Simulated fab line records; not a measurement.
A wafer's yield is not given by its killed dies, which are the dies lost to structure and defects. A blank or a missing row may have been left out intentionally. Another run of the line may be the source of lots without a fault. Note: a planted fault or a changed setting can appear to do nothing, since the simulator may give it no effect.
Split-lot experiment :: flow n5Finfet :: 21 wafers read across 7 lots, on a route 1938 steps long

## THE SPLIT
At N5_BEOL_M9_ETCH_62 (etches SOC in N2/H2, target depth 110 nm, overetch 22 nm, time 165 s), the setting sourceW was moved away from the recipe's 840 W on 8 of the 21 wafers read, by -16.8% to +12.8%. For the rest of the wafers, this setting stayed at what the recipe calls for.

The split's own step is where the reading is taken.

## THE READING
rfVppV, in V, at N5_BEOL_M9_ETCH_62 (etches SOC in N2/H2, target depth 110 nm, overetch 22 nm, time 165 s). A value of 524.5 V with a standard deviation of 2.5 V is what fault-free wafers of this fab line usually give.

wafer: L075.3
tool, chamber at the split: rieDiel-06, 3
sourceW as run, W: 840
against the recipe: recipe
rfVppV, V: 520.5
against lot-mates on the recipe: -

wafer: L075.4
tool, chamber at the split: rieDiel-06, 1
sourceW as run, W: 735.5
against the recipe: -12.4%
rfVppV, V: 549.3
against lot-mates on the recipe: +28.4

wafer: L075.5
tool, chamber at the split: rieDiel-06, 2
sourceW as run, W: 840
against the recipe: recipe
rfVppV, V: 521.3
against lot-mates on the recipe: -

wafer: L077.2
tool, chamber at the split: rieDiel-06, 3
sourceW as run, W: 893.1
against the recipe: +6.3%
rfVppV, V: 510.1
against lot-mates on the recipe: -13.6

wafer: L077.3
tool, chamber at the split: rieDiel-06, 2
sourceW as run, W: 840
against the recipe: recipe
rfVppV, V: 522.7
against lot-mates on the recipe: -

wafer: L077.5
tool, chamber at the split: rieDiel-06, 1
sourceW as run, W: 840
against the recipe: recipe
rfVppV, V: 524.8
against lot-mates on the recipe: -

wafer: L081.1
tool, chamber at the split: rieDiel-02, 1
sourceW as run, W: 840
against the recipe: recipe
rfVppV, V: 525.3
against lot-mates on the recipe: -

wafer: L081.2
tool, chamber at the split: rieDiel-02, 0
sourceW as run, W: 840
against the recipe: recipe
rfVppV, V: 525.6
against lot-mates on the recipe: -

wafer: L081.3
tool, chamber at the split: rieDiel-02, 3
sourceW as run, W: 947.4
against the recipe: +12.8%
rfVppV, V: 504.6
against lot-mates on the recipe: -20.9

wafer: L084.4
tool, chamber at the split: rieDiel-06, 2
sourceW as run, W: 840
against the recipe: recipe
rfVppV, V: 522.2
against lot-mates on the recipe: -

wafer: L084.5
tool, chamber at the split: rieDiel-06, 3
sourceW as run, W: 739.9
against the recipe: -11.9%
rfVppV, V: 541.4
against lot-mates on the recipe: +19.2

wafer: L084.6
tool, chamber at the split: rieDiel-06, 0
sourceW as run, W: 739.9
against the recipe: -11.9%
rfVppV, V: 550.0
against lot-mates on the recipe: +27.8

wafer: L082.1
tool, chamber at the split: rieDiel-04, 0
sourceW as run, W: 905.5
against the recipe: +7.8%
rfVppV, V: 512.9
against lot-mates on the recipe: -15.6

wafer: L082.4
tool, chamber at the split: rieDiel-04, 3
sourceW as run, W: 840
against the recipe: recipe
rfVppV, V: 528.5
against lot-mates on the recipe: -

wafer: L082.5
tool, chamber at the split: rieDiel-04, 3
sourceW as run, W: 905.5
against the recipe: +7.8%
rfVppV, V: 515.7
against lot-mates on the recipe: -12.8

wafer: L093.2
tool, chamber at the split: rieDiel-06, 1
sourceW as run, W: 699.3
against the recipe: -16.8%
rfVppV, V: 556.8
against lot-mates on the recipe: +35.8

wafer: L093.4
tool, chamber at the split: rieDiel-06, 2
sourceW as run, W: 840
against the recipe: recipe
rfVppV, V: 521.4
against lot-mates on the recipe: -

wafer: L093.5
tool, chamber at the split: rieDiel-06, 3
sourceW as run, W: 840
against the recipe: recipe
rfVppV, V: 520.6
against lot-mates on the recipe: -

wafer: L090.1
tool, chamber at the split: rieDiel-04, 0
sourceW as run, W: 840
against the recipe: recipe
rfVppV, V: 527.2
against lot-mates on the recipe: -

wafer: L090.3
tool, chamber at the split: rieDiel-04, 1
sourceW as run, W: 840
against the recipe: recipe
rfVppV, V: 525.3
against lot-mates on the recipe: -

wafer: L090.4
tool, chamber at the split: rieDiel-04, 2
sourceW as run, W: 840
against the recipe: recipe
rfVppV, V: 525.6
against lot-mates on the recipe: -

THE FIT
A straight line over all 21 wafers: rfVppV changes by -1.78 V for each +1% of sourceW; r = -0.97; the points scatter about the line by 3.1 V.
The same after taking each lot's own level away (the mean of its wafers on the recipe; 21 wafers): -1.99 V for each +1%; r = -0.99; scatter 2.1 V.
The reading moves by 33 V for the largest change in sourceW, on that fit.
Measured against the standard deviation above, the lots' own levels, which go from 520.90 to 528.50 V, span 3.0 times it.
So the lot-to-lot level changes the slope: the two fits differ.
Check: with one of the wafers moved furthest among these (-16.8%) left out of the fit, the line predicts +33.1 V for it against its lot-mates. It came out at +35.8 V against them.
Tool readings at the split's step, against how far the setting was moved: rfVppV r = -0.97.

## FURTHER SPLITS ON THESE WAFERS
Before the reading, these wafers also passed through other splits. Each is held against what the fit with the lots' levels taken away leaves over:
other split on the same wafers: N5_BEOL_M8_DEVELOP_10 developTimeS
wafers away from the commonest value: 8
r with rfVppV (lot level and that fit taken away): +0.11

other split on the same wafers: N5_BEOL_M9_DESCUM_16 timeS
wafers away from the commonest value: 9
r with rfVppV (lot level and that fit taken away): -0.23

## THE FILE'S OWN FIT
rfVppV changes by -2.02 V for each +1% of sourceW, r = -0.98.
